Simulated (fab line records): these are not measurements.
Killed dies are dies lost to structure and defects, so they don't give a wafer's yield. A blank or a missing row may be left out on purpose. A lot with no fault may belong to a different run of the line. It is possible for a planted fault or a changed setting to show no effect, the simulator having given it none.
fab line records | flow nand_harc
record: lots: 13 wafers: 39 last_day: 25
route steps=1159 shown A_WL_FILL@813 THIN_TSV@1128 END@1159
lots that met no fault: from a run of the same line without faults
start_h: start of the lot's first displayed wafer, in hours after the record's first day | wait_h: hours since the lot's step before | " unchanged from the row above | L1.1+2: a row that stands for several wafers | - no value, or no start was given | * or withheld: withheld | < > ~ a bound
route shown NAME@n: names a module that has steps shown in the file, with the first one's number in the route | usual: the fault-free wafers' mean and standard deviation | same: alike in all rows | chamber/n: place in a boat | sites: readings site by site | _std_site: their standard deviation | _edge_site: inner sites' mean taken away from outer sites' mean | radius_mm: how far each site lies from the wafer's centre | mask NAME#n: copy n | behind: the most recent tool/chamber to have shaped the wafer | hold: what put the lot on hold/how long, in hours/how the hold closed | device: transistor that didn't switch, given as n, p or np | end of line: tests of these same wafers at the route's end | a step with no rows: only its recipe | killed: dies that structure and defects cost at the first sort, which is not the same as the wafer's yield | map: a wafer's dies, x killed, . not, _ none there
set.NAME: the setting that was run; set.NAME@STEP: the one run at that earlier step | model.NAME: the simulator's own value behind a step, which no gauge read
steps of the route over a sample of lots; a table a step, a row a wafer
services: when a tool's chamber went out of use (start_h, in hours from the record's first day, below 0 if earlier), for how many hours, and the reason
== steps ==
step: NHARC_A_WL_FILL_CVD_03
recipe: target_thk_a: 400 temp_c: 300 pressure_torr: 40 wf6_flow_sccm: 40 h2_flow_sccm: 1600 ar_flow_sccm: 1560 time_s: 3302 material: W
usual: heater_power_outer_w: 279/21 heater_power_w: 508/42 mfc_h2_sccm: 1600/4.5 throttle_valve_pct: 8.27/0.3
columns lot.wafer tool chamber start_h wait_h heater_power_outer_w heater_power_w mfc_h2_sccm throttle_valve_pct
L452.2 cvd_w-01 0 334.00 0.3 245 449 1596 8.40
L452.4 " 0 " " 249 460 1594 8.35
L452.5 " 1 336.39 2.7 305 553 1592 7.89
L455.1 cvd_w-01 0 349.48 6.4 251 460 1604 8.28
L455.4 " 1 " " 310 555 1598 8.12
L455.6 " 1 " " 299 553 1601 7.90
L454.2 cvd_w-02 0 349.56 6.4 274 490 1607 8.81
L454.1 " 1 " " 283 529 1601 8.17
L454.5 " 1 351.91 8.7 294 533 1610 8.40
L456.1 cvd_w-01 1 358.52 0.5 306 566 1604 7.86
L456.3 " 1 " " 302 570 1603 8.07
L456.5 " 1 " " 302 566 1604 8.16
L458.3 cvd_w-01 0 366.71 1.0 251 458 1603 8.12
L458.4 " 1 " " 317 565 1602 7.99
L458.5 " 1 " " 306 568 1598 8.21
L461.1 cvd_w-01 1 378.24 0.1 301 562 1597 7.86
L461.2 " 0 " " 256 452 1600 7.96
L461.3 " 1 " " 300 549 1591 7.76
L460.2 cvd_w-02 0 378.86 0.5 271 484 1603 8.69
L460.3 " 1 380.25 1.9 288 531 1610 8.31
L460.5 " 1 " " 287 546 1597 8.42
L463.1 cvd_w-02 0 391.06 3.7 272 483 1600 8.83
L463.2 " 1 " " 288 537 1603 8.39
L463.6 " 0 392.95 5.5 268 477 1603 8.88
L462.1 cvd_w-01 1 394.64 2.6 301 555 1599 7.82
L462.2 " 0 " " 248 462 1594 8.41
L462.3 " 1 " " 304 548 1592 8.19
L474.1 cvd_w-02 0 469.30 2.7 275 465 1599 8.51
L474.3 " 1 " " 290 527 1598 8.35
L474.4 " 0 " " 276 478 1597 8.53
L472.2 cvd_w-01 1 470.46 3.7 302 554 1598 7.90
L472.3 " 0 " " 251 472 1591 8.27
L472.4 " 1 " " 308 564 1604 7.99
L473.2 cvd_w-02 1 471.64 4.7 292 537 1598 8.16
L473.4 " 0 473.04 6.1 270 482 1602 8.65
L473.5 " 0 " " 269 483 1599 8.53
L475.3 cvd_w-02 1 488.39 3.6 288 538 1605 8.17
L475.4 " 0 " " 269 470 1595 8.63
L475.6 " 1 " " 296 538 1596 8.10
step: NHARC_THIN_TSV_PRE_CLEAN_50
recipe: time_s: 30 temp_c: 280 gas: H2/He
usual: heater_power_w: 397/26
columns lot.wafer tool chamber start_h wait_h heater_power_w
L452.2 pvd_sputter-02 - - - 397
L452.4 " - " " 387
L452.5 " - " " 420
L455.1 pvd_sputter-01 - - - 447
L455.4 " - " " 427
L455.6 " - " " 374
L454.2 pvd_sputter-02 - - - 385
L454.1 " - " " 386
L454.5 " - " " 392
L456.3 pvd_sputter-03 - - - 384
L456.1 " - " " 424
L456.5 " - " " 380
L458.3 pvd_sputter-02 - - - 385
L458.4 " - " " 401
L458.5 " - " " 387
L461.1 pvd_sputter-01 - - - 419
L461.2 " - " " 366
L461.3 " - " " 370
L460.2 pvd_sputter-01 - - - 447
L460.3 " - " " 361
L460.5 " - " " 374
L463.2 pvd_sputter-02 - - - 402
L463.1 " - " " 386
L463.6 " - " " 385
L462.1 pvd_sputter-03 - - - 358
L462.3 " - " " 376
L474.1 pvd_sputter-03 - - - 400
L474.4 " - " " 439
L474.3 " - " " 364
L472.3 pvd_sputter-01 - - - 380
L472.2 " - " " 392
L472.4 " - " " 419
L473.2 pvd_sputter-01 - - - 439
L473.4 " - " " 386
L473.5 " - " " 420
L475.4 pvd_sputter-01 - - - 440
L475.3 " - " " 382
L475.6 " - " " 383
step: NHARC_THIN_TSV_PVD_51
recipe: target_thk_a: 1000 chamber_pressure_pa: 5 material: Cu
usual: throttle_valve_pct: 29.4/1.5
columns lot.wafer tool chamber start_h wait_h throttle_valve_pct
L452.4 pvd_sputter-02 - - - 29.1
L452.2 " - " " 30.0
L452.5 " - " " 28.6
L455.4 pvd_sputter-01 - - - 28.8
L455.1 " - " " 28.5
L455.6 " - " " 29.0
L454.2 pvd_sputter-02 - - - 28.8
L454.1 " - " " 28.4
L454.5 " - " " 29.0
L456.1 pvd_sputter-03 - - - 26.3
L456.3 " - " " 30.8
L456.5 " - " " 30.5
L458.3 pvd_sputter-02 - - - 28.6
L458.4 " - " " 30.1
L458.5 " - " " 28.9
L461.3 pvd_sputter-01 - - - 29.8
L461.1 " - " " 29.2
L461.2 " - " " 28.4
L460.2 pvd_sputter-01 - - - 28.9
L460.3 " - " " 29.7
L460.5 " - " " 28.9
L463.2 pvd_sputter-02 - - - 28.9
L463.1 " - " " 28.7
L463.6 " - " " 30.4
L462.3 pvd_sputter-03 - - - 32.4
L462.1 " - " " 29.6
L474.4 pvd_sputter-03 - - - 25.8
L474.3 " - " " 30.4
L474.1 " - " " 29.8
L472.3 pvd_sputter-01 - - - 30.5
L472.4 " - " " 30.3
L472.2 " - " " 29.3
L473.2 pvd_sputter-01 - - - 29.5
L473.4 " - " " 28.3
L473.5 " - " " 30.6
L475.4 pvd_sputter-01 - - - 29.3
L475.3 " - " " 28.4
L475.6 " - " " 28.4
step: NHARC_THIN_TSV_ETCH_36
recipe: target_depth_a: 650 over_etch_frac: 0.3 time_s: 18.571 ion_energy_ev: 150 chemistry: Cl2/BCl3
usual: drypump_motor_current_A: 5.7/0.3 oes_product_au: 1.000/0.014
same: over_etch_frac: 0.3
columns lot.wafer tool chamber start_h wait_h drypump_motor_current_A oes_product_au rf_hours_counter_h
L452.2 rie_metal-03 1 437.85 0.2 5.4 1.000 5.2
L452.4 " 0 " " 6.1 0.998 -
L452.5 " 1 " " 5.4 0.998 -
L455.1 rie_metal-02 1 451.85 0.2 6.1 0.986 1.6
L455.4 " 0 " " 5.6 1.003 -
L455.6 " 0 " " 5.6 1.010 -
L454.2 rie_metal-01 1 453.15 0.2 5.6 0.999 2.6
L454.1 " 0 " " 5.4 1.032 2.5
L454.5 " 0 " " 5.5 1.023 -
L456.1 rie_metal-02 0 454.53 0.2 5.6 1.007 1.8
L456.3 " 0 " " 5.6 1.007 -
L456.5 " 1 " " 6.1 0.972 -
L458.4 rie_metal-02 1 460.74 0.1 6.1 0.975 -
L458.3 " 0 " " 5.6 1.000 -
L458.5 " 1 " " 6.1 0.963 -
L461.2 rie_metal-01 1 471.65 0.2 5.6 0.982 3.0
L461.1 " 0 " " 5.4 1.014 2.8
L461.3 " 0 " " 5.4 1.024 -
L460.2 rie_metal-03 0 472.66 0.2 6.1 1.011 0.4
L460.3 " 0 " " 6.1 1.005 -
L460.5 " 1 " " 5.4 1.001 -
L463.1 rie_metal-01 0 482.63 0.2 5.4 1.017 3.3
L463.2 " 1 " " 5.6 0.992 3.4
L463.6 " 1 " " 5.5 0.988 -
L462.1 rie_metal-02 1 491.52 0.2 6.1 0.987 3.1
L462.3 " 1 " " 6.1 0.981 -
L474.1 rie_metal-02 1 562.57 0.2 6.1 0.989 5.1
L474.4 " 1 " " 6.1 0.993 -
L474.3 " 0 " " 5.6 1.024 -
L472.2 rie_metal-03 1 563.65 0.2 5.4 1.014 3.0
L472.3 " 0 " " 6.1 1.008 -
L472.4 " 1 " " 5.4 1.016 -
L473.2 rie_metal-01 1 569.54 0.2 5.6 0.982 1.3
L473.4 " 0 " " 5.4 1.011 -
L473.5 " 1 " " 5.6 0.981 -
L475.3 rie_metal-03 1 573.20 0.2 5.4 1.019 -
L475.4 " 0 " " 6.1 1.014 -
L475.6 " 0 " " 6.1 1.016 -
step: NHARC_END_SORT_01
recipe: temp_c: 25
usual: killed_at_array: 27/10 killed_at_other: 0.6/0.83 killed_at_periphery: 2.4/1.8 killed_dies: 30/10 killed_open: 3.3/1.7 killed_short: 1.8/1.4
same: gross_dies: 677
columns lot.wafer tool chamber start_h wait_h killed_at_array killed_at_other killed_at_periphery killed_dies killed_open killed_short
L452.2 prober-01 0 453.37 2.8 14 0 1 15 3 0
L452.4 prober-01 0 454.98 3.4 13 0 3 16 1 2
L452.5 prober-01 0 455.79 3.7 14 0 2 16 2 0
L462.1 prober-02 0 501.30 2.5 30 0 5 35 5 2
L462.2 prober-02 0 502.10 2.8 676 0 1 677 4 3
L462.3 prober-02 0 502.91 3.1 37 0 2 39 6 5
killed by level:class
L452.2 A_CHANNEL_HOLE_D1:chamber_film_flake=9 A_STAIRCASE:chamber_film_flake=3 P_CONTACT:geometric_particle:open=1 A_CHANNEL_FILL_D1:geometric_particle:open=1 A_BLC:geometric_particle:open=1
L452.4 A_CHANNEL_HOLE_D1:chamber_film_flake=6 A_STAIRCASE:chamber_film_flake=3 P_M0:geometric_particle:open=1 P_M2:geometric_particle:short=1 A_WL_FILL:geometric_particle:short=1 P_GATE:chamber_film_flake=1 A_SLIT:unspecified=1 A_SLIT:chamber_film_flake=1
L452.5 A_CHANNEL_HOLE_D1:chamber_film_flake=9 A_CHANNEL_FILL_D1:chamber_film_flake=2 P_CONTACT:geometric_particle:open=1 A_CHANNEL_FILL_D1:geometric_particle:open=1 P_GATE:chamber_film_flake=1 A_STAIRCASE:chamber_film_flake=1 A_SLIT:chamber_film_flake=1
L462.1 A_CHANNEL_HOLE_D1:chamber_film_flake=14 A_CONTACT:chamber_film_flake=9 P_M1:geometric_particle:open=2 P_GATE:chamber_film_flake=2 A_WL_FILL:chamber_film_flake=2 P_M0:geometric_particle:open=1 A_ONON_D1:geometric_particle:short=1 A_CHANNEL_FILL_D1:geometric_particle:short=1
L462.2 A_WL_FILL:area_cvd=646 A_CHANNEL_HOLE_D1:chamber_film_flake=17 A_STAIRCASE:chamber_film_flake=2 A_CONTACT:chamber_film_flake=2 A_ONON_D1:geometric_particle:short=1 A_CHANNEL_HOLE_D1:geometric_particle:open=1 A_CHANNEL_HOLE_D1:geometric_particle:short=1 A_CHANNEL_FILL_D1:geometric_particle:open=1
L462.3 A_CHANNEL_HOLE_D1:chamber_film_flake=19 A_CONTACT:geometric_particle:open=5 A_CONTACT:chamber_film_flake=5 A_ONON_D1:geometric_particle:short=2 A_CHANNEL_FILL_D1:chamber_film_flake=2 P_CONTACT:geometric_particle:short=1 P_CONTACT:geometric_particle:open=1 A_CHANNEL_HOLE_D1:geometric_particle:short=1
== services ==
columns tool chamber start_h hours kind
pvd_sputter-02 - 311.53 2.9 repair
cvd_w-02 1 314.17 1.4 repair
rie_metal-03 0 327.69 3.8 repair
rie_metal-01 - 332.00 9.0 pm
pvd_sputter-01 - 336.00 10.0 pm
rie_metal-01 - 386.42 15.5 repair
rie_metal-02 - 388.00 9.0 pm
pvd_sputter-02 - 392.00 10.0 pm
cvd_w-02 - 393.90 13.0 pm
pvd_sputter-03 - 421.89 1.1 repair
rie_metal-03 - 453.08 9.0 pm
pvd_sputter-03 - 466.54 10.0 pm
cvd_w-01 - 476.85 13.0 pm
cvd_w-01 0 476.85 13.0 vent_cycle
cvd_w-01 1 476.85 13.0 vent_cycle
pvd_sputter-01 - 477.52 1.4 repair
cvd_w-01 0 489.85 - clean
rie_metal-01 - 509.00 9.0 pm
pvd_sputter-01 - 514.00 10.0 pm
cvd_w-01 1 544.80 1.4 repair
rie_metal-01 - 545.00 0.2 repair
pvd_sputter-02 - 550.83 0.5 repair
rie_metal-02 - 565.00 9.0 pm
pvd_sputter-02 - 570.00 10.0 pm
== key ==
first_sign: step: NHARC_END_SORT_01 reading: killed_at_array direction: up sigmas: 63 usual: 27 struck: 676
effect: step: NHARC_END_SORT_01 reading: killed_dies direction: up sigmas: 63 usual: 30 struck: 677
more_kills_born_at: NHARC_A_WL_FILL_CVD_03@cvd_w-01: 646
met_at NHARC_A_WL_FILL_CVD_03
struck_lots L462
struck_wafers L462.2
later_rows_left_out L462.2
tester_left_out L462
not_acting_at NHARC_THIN_TSV_PRE_CLEAN_50,NHARC_THIN_TSV_PVD_51,NHARC_THIN_TSV_ETCH_36
onset_between 378.24 394.64
fault: kind: process_parameter_drift tool: cvd_w-01 chamber: 0 onset_h: 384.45 steps: NHARC_A_WL_FILL_CVD_03 channel: target_thk_a offset: * shape: step end_h: 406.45 acts_in: * stated: *
tester_left_out: of these lots the tester's yield and bins aren't shown, on N5 and GAA mostly nor the transistor test; their killed dies are dies lost to structure and defects alone, not to doping, threshold or leakage, so they don't give the yield
later_rows_left_out: the simulator's readings of these wafers behind a module that went badly wrong aren't trusted and aren't shown, but for the sort
